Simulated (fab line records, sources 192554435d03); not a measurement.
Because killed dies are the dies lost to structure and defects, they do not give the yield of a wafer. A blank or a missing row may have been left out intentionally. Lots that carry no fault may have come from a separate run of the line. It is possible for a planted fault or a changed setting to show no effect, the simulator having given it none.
Split-lot trial + flow n5Finfet + route with 1938 steps; 7 lots, 21 wafers read

## SPLIT DETAILS
At N5_HKMG_FIN_COAT_30 (time 60 s, resist thk 35 nm), the setting spinRpm was moved away from the recipe's 1500 rpm on 11 of the 21 wafers read, by -8.0% to +6.1%. The other wafers ran this setting at the recipe's value.

## FROM THE SPLIT TO THE READING: what the file shows between them, 4 steps
- N5_HKMG_FIN_COAT_06: resist thk 90 nm
- N5_HKMG_FIN_EBR_08
- N5_HKMG_FIN_DESCUM_17: chemistry O2, time 7.9 s
- N5_HKMG_FIN_ETCH_31: etches SiARC in CF4, target depth 45.5 nm, time 75.8 s

## THE READING
SiARC_of_HKMG_FIN_COAT_30.thkNm (the simulator's own value, which no gauge read), in nm, at N5_HKMG_FIN_ETCH_32 (etches SOC in N2/H2, target depth 240 nm, time 300 s). There is no usual value for it anywhere in the file. Average 21.1 nm, standard deviation 0.31 nm, over the 10 wafers here run with the recipe.

| wafer  | tool, chamber at the split | spinRpm as run, rpm | against the recipe | SiARC_of_HKMG_FIN_COAT_30.thkNm, nm | against lot-mates on the recipe |
|--------|----------------------------|---------------------|--------------------|-------------------------------------|---------------------------------|
| L074.1 | lithoTrack-02, 0           | 1500                | recipe             | 21                                  | -                               |
| L074.4 | lithoTrack-02, 0           | 1591                | +6.1%              | 20                                  | -1.0                            |
| L074.6 | lithoTrack-02, 0           | 1500                | recipe             | 21                                  | -                               |
| L078.1 | lithoTrack-02, 0           | 1554                | +3.6%              | 21                                  | -0.2                            |
| L078.2 | lithoTrack-02, 0           | 1500                | recipe             | 21.2                                | -                               |
| L078.5 | lithoTrack-02, 0           | 1554                | +3.6%              | 20.2                                | -1.0                            |
| L081.1 | lithoTrack-04, 0           | 1380                | -8.0%              | 22.8                                | no lot-mate on the recipe       |
| L081.6 | lithoTrack-04, 0           | 1380                | -8.0%              | 22.8                                | no lot-mate on the recipe       |
| L081.4 | lithoTrack-04, 0           | 1380                | -8.0%              | 22.6                                | no lot-mate on the recipe       |
| L083.1 | lithoTrack-02, 0           | 1414                | -5.7%              | 22.6                                | +2.0                            |
| L083.2 | lithoTrack-02, 0           | 1500                | recipe             | 20.6                                | -                               |
| L083.4 | lithoTrack-02, 0           | 1414                | -5.7%              | 22.6                                | +2.0                            |
| L084.2 | lithoTrack-03, 0           | 1500                | recipe             | 21.6                                | -                               |
| L084.6 | lithoTrack-03, 0           | 1500                | recipe             | 21.6                                | -                               |
| L084.3 | lithoTrack-03, 0           | 1500                | recipe             | 21                                  | -                               |
| L093.3 | lithoTrack-02, 0           | 1395                | -7.0%              | 21.8                                | +1.0                            |
| L093.4 | lithoTrack-02, 0           | 1500                | recipe             | 20.8                                | -                               |
| L093.6 | lithoTrack-02, 0           | 1395                | -7.0%              | 22                                  | +1.2                            |
| L094.1 | lithoTrack-03, 0           | 1500                | recipe             | 20.8                                | -                               |
| L094.5 | lithoTrack-03, 0           | 1438                | -4.1%              | 22.2                                | +1.3                            |
| L094.6 | lithoTrack-03, 0           | 1500                | recipe             | 21                                  | -                               |

THE FIT
A straight line over all 21 wafers: SiARC_of_HKMG_FIN_COAT_30.thkNm changes by -0.187 nm for each +1% of spinRpm; r = -0.91; the points scatter about the line by 0.36 nm.
The same after taking each lot's own level away (the mean of its wafers on the recipe; 18 wafers): -0.215 nm for each +1%; r = -0.91; scatter 0.38 nm.
Per that fit: largest spinRpm move, reading shift of 1.7 nm.
From 20.60 to 21.40 nm: that is the span of the lots' own levels, equal to 2.6 times the standard deviation above.
Hence the slope depends on the lot-to-lot level, as the two fits are not the same.
Check: +1.78 nm against its lot-mates is what the line predicts for one of the wafers moved furthest among these (-7.0%) when that wafer is left out of the fit. Against them it came out at +1 nm.

## THE WHOLE CHAIN: every reading that the file lists as answering this split, in the file's order
| step                | what it does                                           | reading                                                                            | change (the file's fit)               | r (the file's) |
|---------------------|--------------------------------------------------------|------------------------------------------------------------------------------------|---------------------------------------|----------------|
| N5_HKMG_FIN_COAT_30 | time 60 s, resist thk 35 nm                            | SiARC_of_HKMG_FIN_COAT_30.thkNm (the simulator's own value, which no gauge read)   | -0.19 nm for each +1% of the setting  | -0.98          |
| N5_HKMG_FIN_ETCH_31 | etches SiARC in CF4, target depth 45.5 nm, time 75.8 s | etch.depthNm (the simulator's own value, which no gauge read)                      | -0.183 nm for each +1% of the setting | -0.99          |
| N5_HKMG_FIN_ETCH_31 | etches SiARC in CF4, target depth 45.5 nm, time 75.8 s | CAR-ArF_of_HKMG_FIN_COAT_06.thkNm (the simulator's own value, which no gauge read) | +0.189 nm for each +1% of the setting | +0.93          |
| N5_HKMG_FIN_ETCH_32 | etches SOC in N2/H2, target depth 240 nm, time 300 s   | SiARC_of_HKMG_FIN_COAT_30.thkNm (the simulator's own value, which no gauge read)   | -0.22 nm for each +1% of the setting  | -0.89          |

## THE FILE'S OWN FIT
SiARC_of_HKMG_FIN_COAT_30.thkNm changes by -0.22 nm for each +1% of spinRpm, r = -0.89.
